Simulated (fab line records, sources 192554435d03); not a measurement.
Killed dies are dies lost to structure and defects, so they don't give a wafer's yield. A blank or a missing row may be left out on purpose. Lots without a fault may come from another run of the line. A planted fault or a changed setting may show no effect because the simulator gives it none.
fab line records | flow n5_finfet | part 1 of 2: steps 1 to 4 of 6
record lots=21 wafers=63 last_day=19
route steps=1938 shown ILD0@344 SDB@359 HKMG_FIN@419
lots that met no fault: from a run of the same line without faults
start_h: hours from the record's first day to the start of the lot's first wafer shown | wait_h: hours since the lot's step before | " the same as in the row above | L1.1+2: a row that stands for several wafers | - no value, or no start given | * or withheld: withheld | < > ~ a bound
route shown NAME@n: a module of which the file shows steps, and the number in the route of the first | usual: mean/standard deviation of fault-free wafers | same: alike in all rows | chamber/n: place in a boat | sites: the reading at each site | _std_site: their standard deviation | _edge_site: outer sites' mean less inner sites' | radius_mm: how far each site lies from the wafer's centre | mask NAME#n: copy n | behind: the tool/chamber that last shaped the wafer | hold: why the lot was held/for how many hours/how that ended | device: the transistor (n, p or np) that didn't switch | end of line: the same wafers' tests at the end of the route | a step without rows: its recipe alone | killed: dies lost to structure and defects at the first sort, not the wafer's yield | map: a wafer's dies, x killed, . not, _ none there
set.NAME: the setting as run; set.NAME@STEP: as run at that earlier step | model.NAME: the simulator's own value behind a step, which no gauge read
steps of the route over a sample of lots; a table a step, a row a wafer
services: from which hour (start_h, from the record's first day; less than 0 if before it) a tool's chamber was out of use, for how many hours, and why
## steps
# step N5_ILD0_CMP_12
# recipe stop_on=poly-Si material=SiNx t_overpolish_s=6 post_cmp_clean=alkaline_brush down_force_psi=2.5 platen_rpm=51.8 pad_velocity_m_s=1.0307 target_thk_nm=17.67
# usual motor_current_A=8.5/1.1 overpolish_run_s=6.001/0.0092 time_to_endpoint_s=29/3.1
# same t_overpolish_s=6
# columns lot.wafer tool chamber start_h wait_h motor_current_A overpolish_run_s time_to_endpoint_s
L074.2 cmp-03 1 63.29 1.2 9.1 5.998 33
L074.1 " 3 " " 8.1 5.998 30
L074.6 " 1 " " 9.1 5.996 34
L075.2 cmp-02 0 76.12 1.2 8.6 6.009 33
L075.3 " 2 " " 6.6 5.999 31
L075.5 " 3 " " 9.9 5.986 30
L077.3 cmp-03 1 83.82 1.1 9.5 5.994 33
L077.2 " 3 " " 7.8 6.009 30
L077.5 " 1 " " 9.4 6.017 32
L078.4 cmp-03 0 90.46 1.2 8.5 6.009 32
L078.3 " 1 " " 9.6 5.987 29
L078.6 " 0 " " 8.1 6.001 35
L079.1 cmp-04 2 95.11 1.1 10.6 5.986 25
L079.3 " 3 " " 7.4 6.009 28
L079.4 " 0 " " 8.2 6.002 27
L080.3 cmp-02 1 101.31 1.2 8.0 6.016 25
L080.4 " 2 " " 6.3 6.002 28
L080.5 " 0 " " 8.4 5.990 30
L081.4 cmp-04 0 115.52 1.2 7.9 5.997 26
L081.5 " 3 " " 7.0 6.006 28
L081.6 " 0 " " 8.1 5.993 28
L082.2 cmp-02 2 116.06 1.1 6.5 6.001 28
L082.1 " 0 " " 8.6 5.999 31
L082.4 " 1 " " 7.6 5.993 25
L083.4 cmp-04 3 121.45 1.1 7.0 5.998 29
L083.1 " 1 " " 8.0 6.008 27
L083.5 " 3 " " 7.2 5.994 30
L084.4 cmp-02 3 126.79 1.2 10.6 5.999 30
L084.6 " 1 " " 7.8 5.986 26
L084.5 " 2 " " 6.9 5.994 29
L085.1 cmp-03 2 132.91 1.2 8.6 6.010 23
L085.2 " 3 " " 7.9 5.999 26
L085.6 " 1 " " 9.2 6.008 27
L087.2 cmp-03 2 142.69 1.1 9.1 5.994 21
L087.4 " 0 " " 8.7 6.005 27
L087.3 " 1 " " 9.7 5.989 26
L088.3 cmp-02 3 148.51 1.2 10.2 6.000 31
L088.1 " 0 " " 8.5 6.006 31
L088.5 " 2 " " 6.4 5.998 30
L089.2 cmp-03 1 154.78 1.1 9.7 6.003 26
L089.4 " 2 " " 9.3 6.002 24
L089.5 " 1 " " 9.6 5.986 26
L090.1 cmp-02 2 159.96 1.1 7.2 5.999 31
L090.2 " 3 " " 10.1 5.995 30
L090.4 " 1 " " 8.1 6.009 30
L091.4 cmp-03 0 165.07 1.1 8.5 5.987 30
L091.2 " 3 " " 8.1 5.989 28
L091.5 " 1 " " 9.6 6.008 27
L092.3 cmp-02 1 170.97 1.1 7.7 6.002 25
L092.2 " 3 " " 10.4 6.003 28
L092.1 " 0 " " 8.4 6.010 29
L093.2 cmp-04 1 177.62 1.1 8.1 6.001 26
L093.1 " 3 " " 7.2 6.009 28
L093.4 " 0 " " 8.1 6.002 29
L095.4 cmp-02 2 191.16 1.2 6.8 6.012 28
L095.3 " 3 " " 9.7 6.007 28
L095.5 " 0 " " 8.8 5.989 33
L096.2 cmp-04 3 198.64 1.2 7.1 6.003 32
L096.3 " 0 " " 7.7 5.993 30
L096.5 " 3 " " 7.2 5.991 31
L097.2 cmp-03 0 201.90 1.2 8.4 6.004 33
L097.4 " 1 " " 9.5 5.980 33
L097.6 " 2 " " 9.3 5.997 31
# step N5_SDB_DESCUM_16
# recipe chemistry=O2 time_s=7.9 source_power_w=50 bias_power_w=20 pressure_mtorr=20 rf_frequency_hz=2.712e+07 temp_c=40 resist=CAR-ArF o2_flow_sccm=225
# usual drypump_motor_current_A=5.50/0.29 oes_product_au=0.78/0.1 rf_vpp_V=243.1/1.5 showerhead_plenum_p_Torr=2.09/0.078 throttle_valve_pct=20.35/0.22
# columns lot.wafer tool chamber start_h wait_h drypump_motor_current_A oes_product_au rf_hours_counter_h rf_vpp_V showerhead_plenum_p_Torr throttle_valve_pct
L074.1 rie_diel-03 1 64.15 0.0 5.85 0.69 196 245.8 2.17 20.61
L074.2 " 3 " " 5.45 0.94 11 243.7 2.17 20.55
L074.6 " 2 " " 4.92 0.70 - 243.4 1.99 20.87
L075.2 rie_diel-03 2 77.39 0.4 4.94 0.69 241 240.5 1.98 20.85
L075.3 " 3 " " 5.44 0.93 16 242.5 2.17 20.55
L075.5 " 3 " " 5.45 0.92 - 243.2 2.17 20.55
L077.2 rie_diel-01 1 85.50 0.1 5.62 0.71 185 242.5 2.00 20.36
L077.3 " 2 " " 5.76 0.75 166 241.7 2.00 20.43
L077.5 " 0 " " 5.34 0.73 - 244.1 2.16 20.30
L078.3 rie_diel-01 2 91.57 0.3 5.77 0.74 169 242.1 2.00 20.45
L078.4 " 0 " " 5.34 0.72 - 246.5 2.16 20.32
L078.6 " 1 " " 5.62 0.69 - 240.6 2.00 20.35
L079.1 rie_diel-04 0 96.01 0.0 5.51 0.73 190 243.2 2.08 20.35
L079.3 " 3 " " 5.22 0.76 145 242.3 2.09 20.27
L079.4 " 1 " " 5.91 0.74 181 240.3 1.99 20.24
L080.3 rie_diel-04 1 102.17 0.1 5.90 0.73 183 243.4 1.98 20.25
L080.4 " 0 " " 5.52 0.73 192 243.1 2.08 20.34
L080.5 " 2 " " 5.40 0.69 - 241.8 2.07 20.32
L081.4 rie_diel-01 3 116.64 0.3 5.25 0.96 6 241.9 2.04 20.05
L081.5 " 3 " " 5.27 0.97 - 243.6 2.04 20.05
L081.6 " 0 " " 5.32 0.73 - 244.4 2.16 20.31
L082.1 rie_diel-01 1 116.96 0.0 5.64 0.70 195 241.7 1.99 20.38
L082.2 " 2 " " 5.78 0.74 178 241.4 1.99 20.46
L082.4 " 3 " " 5.25 0.96 6 242.9 2.04 20.05
L083.1 rie_diel-01 2 122.22 0.0 5.78 0.73 179 242.5 1.99 20.48
L083.4 " 0 " " 5.33 0.71 183 244.2 2.16 20.32
L083.5 " 3 " " 5.25 0.94 - 240.8 2.04 20.08
L084.4 rie_diel-01 2 127.49 0.0 5.76 0.73 181 240.2 1.99 20.47
L084.5 " 0 " " 5.32 0.71 - 244.1 2.16 20.34
L084.6 " 3 " " 5.22 0.94 - 244.6 2.03 20.06
L085.1 rie_diel-03 1 133.90 0.2 5.84 0.67 223 244.1 2.16 20.66
L085.2 " 2 " " 4.93 0.97 4 245.0 2.24 20.47
L085.6 " 3 " " 5.43 0.88 - 243.1 2.16 20.59
L087.2 rie_diel-01 0 143.59 0.0 5.34 0.72 187 242.7 2.16 20.32
L087.3 " 1 " " 5.65 0.70 205 242.0 1.99 20.37
L087.4 " 3 " " 5.23 0.93 16 242.8 2.03 20.05
L088.1 rie_diel-04 1 149.33 0.0 5.91 0.72 196 241.5 1.98 20.28
L088.3 " 2 " " 5.42 0.68 237 243.4 2.06 20.31
L088.5 " 1 " " 5.92 0.72 - 242.8 1.98 20.29
L089.2 rie_diel-04 3 156.42 0.8 5.23 0.75 164 243.5 2.08 20.31
L089.4 " 2 " " 5.39 0.69 241 242.1 2.06 20.31
L089.5 " 3 " " 5.23 0.75 - 243.8 2.08 20.31
L090.1 rie_diel-03 2 160.73 0.0 4.94 0.93 12 246.6 2.24 20.48
L090.2 " 1 " " 5.85 0.65 231 244.8 2.16 20.66
L090.4 " 0 " " 5.81 0.97 4 243.5 2.14 19.81
L091.2 rie_diel-03 2 165.96 0.0 4.92 0.95 13 245.7 2.24 20.48
L091.4 " 1 " " 5.84 0.67 232 244.7 2.16 20.66
L091.5 " 3 " " 5.44 0.86 - 242.6 2.15 20.61
L092.1 rie_diel-03 3 171.87 0.0 5.41 0.86 51 244.3 2.15 20.59
L092.2 " 2 " " 4.94 0.94 15 245.4 2.24 20.47
L092.3 " 1 " " 5.85 0.66 234 243.7 2.16 20.68
L093.1 rie_diel-03 1 178.52 0.0 5.86 0.66 236 243.4 2.16 20.67
L093.2 " 3 " " 5.43 0.86 53 243.4 2.15 20.62
L093.4 " 0 " " 5.83 0.95 10 243.1 2.14 19.85
L095.3 rie_diel-03 0 191.99 0.0 5.83 0.95 15 243.0 2.14 19.84
L095.4 " 3 " " 5.44 0.84 58 244.7 2.15 20.61
L095.5 " 0 " " 5.82 0.93 - 244.8 2.14 19.83
L096.2 rie_diel-01 3 199.62 0.2 5.23 0.87 38 242.7 2.03 20.10
L096.3 " 0 " " 5.34 0.70 209 244.6 2.15 20.37
L096.5 " 0 " " 5.35 0.70 - 244.6 2.15 20.38
L097.2 rie_diel-04 0 202.75 0.0 5.53 0.72 224 243.3 2.07 20.41
L097.4 " 1 " " 5.90 0.70 217 241.7 1.97 20.33
L097.6 " 1 " " 5.91 0.71 - 243.2 1.97 20.31
# step N5_SDB_STRIP_22
# recipe chemistry=N2/H2 power_w=1000 temp_c=250 h2_frac=0.65 overash_fraction=0.3 pressure_mtorr=withheld n2_flow_sccm=1750 h2_flow_sccm=3250
# usual drypump_motor_current_A=6.0/0.61 heater_power_w=335/27 oes_product_au=0.714/0.0044 strip_time_to_endpoint_s=96.3/0.45
# columns lot.wafer tool chamber start_h wait_h drypump_motor_current_A heater_power_w oes_product_au rf_hours_counter_h strip_time_to_endpoint_s
L074.1 plasma_asher-01 0 64.45 0.1 5.3 301 0.714 29 95.8
L074.2 " 1 " " 6.6 342 0.716 29 95.6
L074.6 " 1 " " 6.6 341 0.711 - 95.7
L075.2 plasma_asher-02 0 77.69 0.1 5.7 373 0.715 93 96.0
L075.3 " 0 " " 5.6 367 0.713 - 95.5
L075.5 " 1 " " 6.7 349 0.710 - 95.7
L077.2 plasma_asher-01 1 85.81 0.1 6.6 332 0.721 33 96.6
L077.3 " 1 " " 6.6 335 0.713 - 96.5
L077.5 " 0 " " 5.3 294 0.706 - 96.8
L078.3 plasma_asher-02 0 91.92 0.1 5.7 369 0.713 - 96.4
L078.4 " 1 " " 6.7 354 0.716 - 96.9
L078.6 " 1 " " 6.7 348 0.716 - 96.4
L079.1 plasma_asher-01 1 96.32 0.1 6.6 336 0.705 35 96.2
L079.3 " 0 " " 5.3 295 0.716 - 95.6
L079.4 " 1 " " 6.6 328 0.718 - 95.8
L080.3 plasma_asher-01 1 102.75 0.3 6.6 333 0.712 - 95.8
L080.4 " 0 " " 5.3 294 0.717 - 95.9
L080.5 " 0 " " 5.3 297 0.711 - 96.2
L081.4 plasma_asher-01 0 116.99 0.1 5.3 299 0.718 - 96.5
L081.5 " 0 " " 5.3 303 0.710 - 96.6
L081.6 " 1 " " 6.6 336 0.712 - 97.6
L082.1 plasma_asher-01 1 117.26 0.1 6.6 352 0.711 39 96.8
L082.2 " 0 " " 5.3 302 0.716 39 97.0
L082.4 " 0 " " 5.3 293 0.712 - 96.6
L083.1 plasma_asher-02 1 122.53 0.1 6.7 361 0.718 101 96.8
L083.4 " 0 " " 5.7 359 0.713 - 97.0
L083.5 " 0 " " 5.6 368 0.722 - 96.3
L084.4 plasma_asher-02 1 127.84 0.1 6.7 347 0.716 - 96.9
L084.5 " 1 " " 6.7 356 0.712 - 97.2
L084.6 " 0 " " 5.7 364 0.708 - 96.5
L085.1 plasma_asher-02 1 134.21 0.1 6.7 347 0.721 104 96.3
L085.2 " 0 " " 5.7 361 0.708 104 95.8
L085.6 " 1 " " 6.7 349 0.713 - 95.7
L087.2 plasma_asher-02 0 143.90 0.1 5.6 356 0.716 105 96.8
L087.3 " 0 " " 5.6 371 0.719 - 96.8
L087.4 " 1 " " 6.7 353 0.708 - 96.2
L088.1 plasma_asher-01 0 149.64 0.1 5.3 294 0.711 46 95.9
L088.3 " 1 " " 6.6 339 0.712 - 95.9
L088.5 " 0 " " 5.3 294 0.708 - 96.0
L089.2 plasma_asher-02 0 156.94 0.3 5.7 366 0.720 108 96.0
L089.4 " 0 " " 5.7 364 0.723 - 96.2
L089.5 " 0 " " 5.7 372 0.710 - 96.1
L090.1 plasma_asher-02 1 161.04 0.1 6.7 354 0.712 109 96.0
L090.2 " 0 " " 5.7 363 0.716 109 96.8
L090.4 " 0 " " 5.7 362 0.718 - 96.1
L091.2 plasma_asher-02 1 166.27 0.1 6.7 357 0.717 110 95.8
L091.4 " 1 " " 6.7 348 0.712 - 96.3
L091.5 " 1 " " 6.7 350 0.707 - 95.8
L092.1 plasma_asher-02 1 172.18 0.1 6.7 354 0.718 113 96.4
L092.2 " 0 " " 5.7 367 0.712 113 96.1
L092.3 " 0 " " 5.7 364 0.722 - 96.5
L093.1 plasma_asher-01 0 178.83 0.1 5.3 299 0.716 49 96.1
L093.2 " 1 " " 6.6 338 0.707 49 95.7
L093.4 " 0 " " 5.3 293 0.724 - 95.3
L095.3 plasma_asher-01 1 192.33 0.1 6.6 342 0.712 - 96.3
L095.4 " 0 " " 5.3 304 0.712 - 96.3
L095.5 " 1 " " 6.6 336 0.714 - 96.4
L096.2 plasma_asher-01 0 199.96 0.1 5.3 297 0.720 53 96.5
L096.3 " 0 " " 5.3 294 0.707 - 97.1
L096.5 " 0 " " 5.3 296 0.710 - 96.8
L097.2 plasma_asher-01 1 203.06 0.1 6.6 336 0.713 54 97.2
L097.4 " 0 " " 5.3 298 0.714 - 96.4
L097.6 " 0 " " 5.3 291 0.714 - 96.5
# step N5_HKMG_FIN_ALD_36
# recipe material=TiN target_thk_a=10 temp_c=400 ald_precursor_family=TiCl4 ald_co_reactant=NH3 pulse_time_s=1 purge_time_s=3 co_reactant_purge_time_s=2 co_reactant_pulse_time_s=2 ald_cycles=47 pressure_torr=3
# usual heater_power_w=866/83 precursor_pulse_height_rel=1.000/0.022 susceptor_temp_C=399.96/0.21
# columns lot.wafer tool chamber start_h wait_h heater_power_w precursor_pulse_height_rel susceptor_temp_C
L074.1 ald_metal-04 2 72.56 0.0 906 0.987 399.99
L074.2 " 0 " " 769 1.032 400.04
L074.6 " 0 " " 762 1.016 400.02
L075.2 ald_metal-04 3 85.82 0.0 739 1.029 399.75
L075.3 " 2 " " 918 0.961 399.45
L075.5 " 3 " " 772 1.011 399.81
L077.2 ald_metal-03 2 93.31 0.0 907 0.989 399.92
L077.3 " 1 " " 915 1.022 400.19
L077.5 " 3 " " 938 0.952 400.01
L078.3 ald_metal-02 0 99.23 0.0 987 1.003 399.66
L078.4 " 2 " " 954 1.019 399.99
L078.6 " 0 " " 1005 0.992 399.78
L079.1 ald_metal-03 3 103.60 0.0 942 0.969 400.06
L079.3 " 0 " " 732 1.021 399.57
L079.4 " 2 " " 890 0.971 400.28
L080.3 ald_metal-04 1 110.14 0.0 814 0.994 399.74
L080.4 " 2 " " 932 0.957 400.12
L080.5 " 0 " " 753 1.010 399.86
L081.4 ald_metal-03 2 124.43 0.0 885 0.968 399.66
L081.5 " 3 " " 960 1.007 400.12
L081.6 " 2 " " 888 0.992 399.91
L082.1 ald_metal-04 3 125.02 0.0 763 1.010 399.89
L082.2 " 1 " " 802 1.033 400.02
L082.4 " 0 " " 748 0.991 400.10
L083.1 ald_metal-04 2 129.89 0.1 905 0.998 400.21
L083.4 " 3 " " 771 1.011 399.71
L083.5 " 0 " " 732 0.991 400.35
L084.4 ald_metal-04 0 135.36 0.0 771 0.974 400.30
L084.5 " 3 " " 747 1.024 400.29
L084.6 " 0 " " 765 1.064 399.83
L085.1 ald_metal-04 0 141.85 0.0 760 1.006 400.62
L085.2 " 1 " " 820 1.015 400.24
L085.6 " 0 " " 757 1.006 400.41
L087.2 ald_metal-03 3 151.77 0.0 931 0.963 399.42
L087.3 " 1 " " 909 1.007 400.03
L087.4 " 0 " " 748 1.010 399.90
L088.1 ald_metal-02 0 157.83 0.0 964 1.011 399.83
L088.3 " 3 " " 879 0.972 399.95
L088.5 " 0 " " 1029 0.955 400.17
L089.2 ald_metal-02 2 164.99 0.0 957 0.986 399.92
L089.4 " 3 " " 914 1.002 400.22
L089.5 " 1 " " 894 1.036 399.81
L090.1 ald_metal-02 0 168.52 0.1 970 1.054 400.00
L090.2 " 3 " " 897 1.011 399.53
L090.4 " 1 " " 885 1.014 400.14
L091.2 ald_metal-02 1 174.91 0.0 904 0.988 399.90
L091.4 " 2 " " 953 0.988 400.11
L091.5 " 1 " " 912 0.988 400.00
L092.1 ald_metal-02 1 180.33 0.0 898 0.997 400.23
L092.2 " 2 " " 960 0.985 400.05
L092.3 " 0 " " 972 1.005 400.03
L093.1 ald_metal-04 0 186.87 0.0 746 1.020 400.06
L093.2 " 2 " " 913 0.981 399.55
L093.4 " 3 " " 774 1.012 399.57
L095.3 ald_metal-03 0 199.70 0.0 738 0.992 399.94
L095.4 " 2 " " 891 1.033 400.10
L095.5 " 3 " " 941 1.002 399.90
L096.2 ald_metal-02 1 207.30 0.0 909 0.977 399.92
L096.3 " 3 " " 902 1.010 400.15
L096.5 " 3 " " 874 0.977 399.76
L097.2 ald_metal-02 1 210.85 0.0 880 1.038 399.76
L097.4 " 0 " " 990 0.988 399.82
L097.6 " 1 " " 904 0.991 399.79
